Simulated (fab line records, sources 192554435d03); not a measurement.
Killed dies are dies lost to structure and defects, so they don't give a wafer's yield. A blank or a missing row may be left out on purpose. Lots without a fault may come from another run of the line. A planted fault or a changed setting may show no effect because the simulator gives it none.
Chamber matching | flow n5_finfet | N5_BEOL_M6_ILD_DEP_00 on pecvd-04: 3 sister chambers
The step deposits SiCOH lowk from DEMS/porogen, target thk 179.75 nm, time 33.4 s. 3 wafers are shown with their chamber, then 11 later ones without.

WAFERS WITH THEIR CHAMBER
wafer  | chamber | throttle_valve_pct (%)
L091.2 | 2       | 13.1
L091.3 | 0       | 15.3
L089.2 | 1       | 15.3

WAFERS WITHOUT THEIR CHAMBER
wafer  | throttle_valve_pct (%)
L089.3 | 13.2
L089.6 | 15.0
L092.2 | 15.2
L092.4 | 14.9
L092.6 | 15.3
L096.1 | 15.0
L096.3 | 13.4
L096.5 | 15.1
L095.1 | 13.2
L095.2 | 15.4
L095.4 | 14.7

WHICH CHAMBER EACH WENT THROUGH
wafer  | from the rows above     | in truth
L089.3 | 2                       | 2
L089.6 | can't be placed: 0 or 1 | 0
L092.2 | can't be placed: 0 or 1 | 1
L092.4 | can't be placed: 0 or 1 | 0
L092.6 | can't be placed: 0 or 1 | 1
L096.1 | can't be placed: 0 or 1 | 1
L096.3 | 2                       | 2
L096.5 | can't be placed: 0 or 1 | 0
L095.1 | 2                       | 2
L095.2 | can't be placed: 0 or 1 | 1
L095.4 | can't be placed: 0 or 1 | 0
Placed correctly: 3 of 11. Can't be placed from these rows: 8 (the true chamber is among the candidates in 8). Placed wrongly: 0.
How it was worked out, from the rows above alone: a wafer's distance from a chamber is the root of the sum, over the readings, of the square of ((its reading less the chamber's mean) divided by the reading's scatter). The wafer belongs to the nearest chamber; if the next one is less than 2 further off, it can't be placed. A chamber's mean is the mean of its shown wafers. The scatter: with one shown wafer a chamber, the root of the mean of the squares of how far each hidden wafer lies from its nearest shown one.
